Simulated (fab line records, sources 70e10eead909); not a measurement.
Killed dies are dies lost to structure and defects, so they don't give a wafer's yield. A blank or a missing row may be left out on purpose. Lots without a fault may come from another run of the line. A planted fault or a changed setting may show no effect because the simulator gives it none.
fab line records | flow nand_harc
record lots=6 wafers=14 last_day=33
route steps=1302 shown P_GATE@200 P_CONTACT@217 END@1302
lots that met no fault: from a run of the same line without faults
start_h: hours from the record's first day to the start of the lot's first wafer shown | wait_h: hours since the lot's step before | " the same as in the row above | L1.1+2: a row that stands for several wafers | - no value, or no start given | * or withheld: withheld | < > ~ a bound
route shown NAME@n: a module of which the file shows steps, and the number in the route of the first | usual: mean/standard deviation of fault-free wafers | same: alike in all rows | chamber/n: place in a boat | sites: the reading at each site | _std_site: their standard deviation | _edge_site: outer sites' mean less inner sites' | radius_mm: how far each site lies from the wafer's centre | mask NAME#n: copy n | behind: the tool/chamber that last shaped the wafer | hold: why the lot was held/for how many hours/how that ended | device: the transistor (n, p or np) that didn't switch | end of line: the same wafers' tests at the end of the route | a step without rows: its recipe alone | killed: dies lost to structure and defects at the first sort, not the wafer's yield | map: a wafer's dies, x killed, . not, _ none there
set.NAME: the setting as run; set.NAME@STEP: as run at that earlier step | model.NAME: the simulator's own value behind a step, which no gauge read
lots at some steps of the route; a table a step, a row a wafer
services: from which hour (start_h, from the record's first day; less than 0 if before it) a tool's chamber was out of use, for how many hours, and why
## steps
# step NHARC_P_GATE_CD_MEAS_91
# recipe target_cd_nm=2000 landing_energy_ev=500
# usual cd_nm=1999.1/2.3
# columns lot.wafer tool chamber start_h wait_h cd_nm
L603.1 cd_sem-02 0 116.85 - 1998.5
L603.5 " 0 " " 2002.0
L603.6 " 0 " " 2003.0
L608.1 cd_sem-03 0 162.57 - 1996.0
L608.2 " 0 " " 2001.0
L608.5 " 0 " " 1999.9
L615.6 cd_sem-02 0 230.69 - 1998.1
L617.4 cd_sem-03 0 255.45 - 1998.8
L625.3 cd_sem-02 0 335.68 - 1994.2
L625.4 " 0 " " 2000.8
L625.6 " 0 " " 1998.2
L626.1 cd_sem-02 0 340.04 - 2002.9
L626.5 " 0 " " 2001.2
L626.6 " 0 " " 2000.0
# step NHARC_P_GATE_HARDBAKE_92
# recipe temp_c=125 time_s=80
# step NHARC_P_GATE_DESCUM_93
# recipe time_s=3 o2_flow_sccm=200 ar_flow_sccm=0 bias_power_w=0 chemistry=O2
# usual drypump_motor_current_A=5.6/0.49 oes_product_au=0.998/0.013 rf_vpp_V=57.8/0.82 showerhead_plenum_p_Torr=1.92/0.07 throttle_valve_pct=11.311/0.0088
# columns lot.wafer tool chamber start_h wait_h drypump_motor_current_A oes_product_au rf_hours_counter_h rf_vpp_V showerhead_plenum_p_Torr throttle_valve_pct
L603.1 rie_diel-07 3 117.02 - 5.1 0.987 10.6 56.9 1.95 11.314
L603.6 " 2 " " 5.2 1.001 - 56.8 2.02 11.311
L603.5 " 3 " " 5.1 0.998 - 57.9 1.95 11.305
L608.1 rie_diel-05 1 162.75 - 5.3 1.004 5.9 57.6 1.96 11.322
L608.2 " 3 " " 6.1 1.010 5.0 57.0 1.87 11.313
L608.5 " 1 " " 5.3 0.991 - 56.9 1.96 11.322
L615.6 rie_diel-07 1 230.90 - 5.1 0.998 - 57.8 1.89 11.310
L617.4 rie_diel-07 0 255.62 - 5.9 1.001 6.6 57.6 1.98 11.321
L625.3 rie_diel-07 2 335.86 - 5.2 1.023 1.1 59.3 2.01 11.303
L625.4 " 3 " " 5.1 1.015 1.0 57.9 1.95 11.322
L625.6 " 0 " " 5.9 0.995 - 57.0 1.98 11.305
L626.1 rie_diel-10 1 340.21 - 5.5 0.992 7.3 59.1 1.85 11.324
L626.5 " 0 " " 5.0 0.994 - 57.1 1.91 11.318
L626.6 " 1 " " 5.5 0.991 - 57.5 1.85 11.313
# step NHARC_P_GATE_IMPLANT_94
# recipe energy_kev=60 dose_cm2=2e+15 tilt_deg=7
# step NHARC_P_GATE_STRIP_113
# recipe power_w=1500 temp_c=110 time_s=740 chemistry=N2/H2
# usual drypump_motor_current_A=5.59/0.18 heater_power_w=83/4.9
# columns lot.wafer tool chamber start_h wait_h drypump_motor_current_A heater_power_w rf_hours_counter_h
L603.1 plasma_asher-01 1 117.38 0.2 5.66 80 26
L603.5 " 1 " " 5.66 79 -
L603.6 " 0 " " 5.32 84 -
L608.2 plasma_asher-01 1 163.10 0.2 5.68 78 36
L608.1 " 0 " " 5.32 86 36
L608.5 " 0 " " 5.34 83 -
L615.6 plasma_asher-02 1 231.79 0.6 5.67 74 -
L617.4 plasma_asher-01 0 257.08 1.2 5.33 78 -
L625.4 plasma_asher-01 0 336.44 0.3 5.32 81 -
L625.3 " 1 " " 5.65 84 -
L625.6 " 1 " " 5.65 85 -
L626.1 plasma_asher-01 0 340.56 0.2 5.34 78 36
L626.5 " 0 " " 5.32 79 -
L626.6 " 1 " " 5.64 85 -
# step NHARC_P_GATE_STRIP_95
# recipe power_w=1500 temp_c=250 chemistry=O2
# step NHARC_P_GATE_STRIP_96
# recipe time_s=900 temp_c=130 chemistry=SPM
# step NHARC_P_GATE_RTA_64
# recipe temp_c=1050 time_s=1
# usual lamp_power_pct=30.7/0.52 wafer_temp_C_max=1055.4/1.2
# columns lot.wafer tool chamber start_h wait_h lamp_power_pct wafer_temp_C_max
L603.1 rtp_anneal-02 0 118.66 - 31.1 1055.7
L603.5 " 0 " " 31.1 1054.6
L603.6 " 0 " " 31.1 1055.8
L608.1 rtp_anneal-02 0 164.39 - 31.1 1054.0
L608.2 " 0 " " 31.1 1054.8
L608.5 " 0 " " 31.1 1057.3
L615.6 rtp_anneal-01 0 232.67 - 30.0 1057.3
L617.4 rtp_anneal-02 0 258.13 - 31.1 1057.4
L625.3 rtp_anneal-02 0 337.53 - 31.0 1055.7
L625.4 " 0 " " 31.1 1055.1
L625.6 " 0 " " 31.0 1056.3
L626.1 rtp_anneal-01 0 341.85 - 30.0 1056.0
L626.5 " 0 " " 30.0 1057.0
L626.6 " 0 " " 30.0 1057.3
# step NHARC_P_GATE_ETCH_77
# recipe target_depth_a=60 chemistry=dHF material=SiO2
# step NHARC_P_GATE_DEGAS_109
# recipe temp_c=300 time_s=60
# step NHARC_P_GATE_PRE_CLEAN_110
# recipe time_s=30 bias_v=200 gas=Ar
# step NHARC_P_GATE_SPUTTER_78
# recipe target_thk_a=100 material=Ni
# step NHARC_P_GATE_SPUTTER_79
# recipe target_thk_a=100 material=TiN
# columns lot.wafer tool chamber start_h wait_h
L603.1+5+6 pvd_sputter-02 - 119.16 -
L608.2+1+5 pvd_sputter-01 - 165.02 -
L615.6 pvd_sputter-02 - 233.08 -
L617.4 pvd_sputter-02 - 258.55 -
L625.4+3+6 pvd_sputter-01 - 337.96 -
L626.1+5+6 pvd_sputter-03 - 342.35 -
# step NHARC_P_GATE_RTA_80
# recipe temp_c=300 time_s=30
# step NHARC_P_GATE_STRIP_67
# recipe time_s=600 temp_c=130 chemistry=SPM
# step NHARC_P_GATE_RTA_82
# recipe temp_c=450 time_s=30
# usual lamp_power_pct=3.59/0.061 wafer_temp_C_max=452.3/0.56
# columns lot.wafer tool chamber start_h wait_h lamp_power_pct wafer_temp_C_max
L603.1 rtp_anneal-02 0 119.72 - 3.64 451.9
L603.5 " 0 " " 3.64 452.5
L603.6 " 0 " " 3.63 451.8
L608.1 rtp_anneal-02 0 165.59 - 3.64 452.2
L608.2 " 0 " " 3.64 452.1
L608.5 " 0 " " 3.64 452.5
L615.6 rtp_anneal-02 0 233.79 - 3.64 452.7
L617.4 rtp_anneal-02 0 259.19 - 3.64 451.8
L625.3 rtp_anneal-01 0 338.60 - 3.51 453.0
L625.4 " 0 " " 3.51 452.4
L625.6 " 0 " " 3.51 452.9
L626.1 rtp_anneal-01 0 342.91 - 3.51 452.2
L626.5 " 0 " " 3.51 452.2
L626.6 " 0 " " 3.51 452.4
# step NHARC_P_GATE_INSPECT_68
# usual raw_defect_count=206/76
# columns lot.wafer tool chamber start_h wait_h hold raw_defect_count
L603.1 defect_inspect-02 - 119.91 0.2 - 285
L603.5 " - " " - 317
L603.6 " - " " - 267
L608.1 defect_inspect-01 - 165.79 0.2 - 244
L608.2 " - " " - 165
L608.5 " - " " - 147
L615.6 defect_inspect-01 - 233.85 0.0 await_dispo/0.2h/release 994
L615.6 defect_inspect-01 - 234.03 0.2 - 1006
L617.4 defect_inspect-02 - 259.31 0.1 await_dispo/0.2h/release 924
L617.4 defect_inspect-02 - 259.48 0.2 - 937
L625.3 defect_inspect-02 - 338.74 0.1 - 196
L625.4 " - " " - 229
L625.6 " - " " - 157
L626.1 defect_inspect-01 - 343.11 0.2 - 150
L626.5 " - " " - 121
L626.6 " - " " - 145
# step NHARC_P_CONTACT_DEP_30
# recipe target_thk_a=300 temp_c=400 target_thk_nm=30 flow_sccm=200 rf_w=450 material=SiNx
# usual heater_power_w=677/80
# columns lot.wafer tool chamber start_h wait_h hold heater_power_w
L603.1 pecvd-01 2 120.04 0.1 - 756
L603.6 " 1 " " - 682
L603.5 " 2 " " - 755
L608.2 pecvd-02 1 165.86 0.1 - 571
L608.1 " 0 " " - 721
L608.5 " 1 " " - 545
L615.6 pecvd-03 0 235.77 1.7 await_dispo/1.5h/release 608
L617.4 pecvd-01 0 263.37 3.9 await_dispo/3.6h/release 851
L625.3 pecvd-01 2 338.85 0.1 - 706
L625.6 " 1 " " - 717
L625.4 " 0 " " - 838
L626.1 pecvd-03 2 343.18 0.1 - 650
L626.5 " 2 " " - 644
L626.6 " 1 " " - 599
# step NHARC_END_SORT_01
# recipe temp_c=25
# usual killed_at_array=52/19 killed_at_other=0.9/1.3 killed_at_periphery=4/3.1 killed_dies=57/18 killed_open=3.2/1.7 killed_short=2.3/1.4
# same gross_dies=677
# columns lot.wafer tool chamber start_h wait_h killed_at_array killed_at_other killed_at_periphery killed_dies killed_open killed_short
L615.6 prober-02 0 676.41 4.0 17 1 42 60 3 3
L617.4 prober-02 0 729.40 3.4 73 0 37 110 4 2
# killed by level:class
L615.6 P_GATE:unspecified=38 A_CHANNEL_HOLE_D1:chamber_film_flake=4 A_CHANNEL_HOLE_D2:chamber_film_flake=3 A_WL_FILL:chamber_film_flake=2 P_GATE:geometric_particle:short=1 A_CHANNEL_HOLE_D1:geometric_particle:open=1 A_CHANNEL_FILL_D1:geometric_particle:short=1 A_CHANNEL_HOLE_D2:geometric_particle:short=1
L617.4 A_SLIT:chamber_film_flake=40 P_GATE:unspecified=34 A_CHANNEL_HOLE_D2:chamber_film_flake=14 A_DECK1_JOINT:unspecified=3 A_ONON_D2:geometric_particle:open=2 A_ZERO_WELL:chamber_film_flake=2 A_CHANNEL_HOLE_D1:chamber_film_flake=2 A_STAIRCASE:chamber_film_flake=2
# map L615.6 (x killed, . not)
____________.____________
_________......._________
_______x.........._______
______x............______
_____xx...x........._____
____xxxx.............____
____xxx..x...........____
___xxxx...............___
___xxxx...............___
__xxxxx................__
__xxxxx................__
_xxxx.....x............._
_x.x..x...........x...x._
_......x................_
_.x................x...._
_......x................_
.................x.......
.........................
.........x...............
................x........
...........x.............
_x......................_
_x..................x..._
_x......................_
_xx....................._
_......................._
__.....................__
__........x............__
___x..................___
___...................___
____...........xx....____
____.................____
_____........x......_____
______.............______
_______..........._______
_________......._________
____________.____________
# map L617.4 (x killed, . not)
____________.____________
_________....x.._________
_______..........x_______
______x...........x______
_____xx........xx..._____
____xxxx...........x.____
____xxx..............____
___xxxx.......x....x..___
___xxxxx....x.........___
__xxxxx................__
__xxxx......x..........__
_xxxxx.x.........x......_
_x..x.......x.x........._
_..........x............_
_...........xx.x........_
_............xxx...x...._
..x.......x.xxxxxx.......
.........x.xxxxx.x......x
...........xxxxxx........
x..........xxxxx..x......
x.........xxxxxx.........
_x.............x........_
_x..x..................._
_xxx.......x............_
_x............x........._
_xx....................._
__xx...................__
__xx...................__
___...................___
___x..................___
____.................____
____.................____
_____..............._____
______.............______
_______..........._______
_________......._________
____________.____________
## services
# columns tool chamber start_h hours kind
pecvd-01 0 93.28 30.6 repair
pvd_sputter-02 - 104.00 10.0 pm
rie_diel-07 0 104.16 4.5 repair
pecvd-03 0 106.40 29.1 repair
pecvd-01 2 108.21 10.0 repair
rie_diel-07 - 117.20 9.0 pm
pecvd-01 - 130.27 13.0 pm
rie_diel-07 0 130.65 16.1 repair
pecvd-03 0 138.96 10.2 repair
pvd_sputter-01 - 146.60 1.0 repair
plasma_asher-01 - 165.76 9.0 pm
rie_diel-07 0 165.99 11.2 repair
pecvd-03 - 185.25 13.0 pm
pecvd-01 2 195.28 6.5 repair
plasma_asher-01 - 202.61 3.5 repair
pvd_sputter-02 - 202.78 7.2 repair
rie_diel-07 3 204.62 7.3 repair
pvd_sputter-01 - 226.97 10.0 pm
pvd_sputter-02 - 282.00 10.0 pm
pvd_sputter-01 - 286.13 1.0 repair
rie_diel-07 - 294.20 9.0 pm
pecvd-01 - 311.27 13.0 pm
pvd_sputter-02 - 311.47 1.1 repair
plasma_asher-01 - 342.76 9.0 pm
## key
first_sign step=NHARC_P_GATE_INSPECT_68 reading=visit direction=added
effect step=NHARC_P_GATE_INSPECT_68 reading=raw_defect_count direction=up sigmas=10 usual=206 struck=959
effect step=NHARC_END_SORT_01 reading=killed_at_periphery direction=up sigmas=11 usual=4 struck=40
more_kills_born_at NHARC_P_GATE_SPUTTER_79@pvd_sputter-02=72
met_at NHARC_P_GATE_SPUTTER_79
struck_wafers L615.6,L617.4
tester_left_out L615,L617
onset_between 119.16 233.08
also_fits NHARC_P_GATE_RTA_82:rtp_anneal-02
fault kind=chamber_particle_source tool=pvd_sputter-02 chamber=- onset_h=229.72 steps=NHARC_P_GATE_SPUTTER_79 rate_per_visit_cm2=1.1929 end_h=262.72 scope=struck_wafers_only
# tester_left_out: of these lots the tester's yield and bins aren't shown, on N5 and GAA mostly nor the transistor test; their killed dies are dies lost to structure and defects alone, not to doping, threshold or leakage, so they don't give the yield
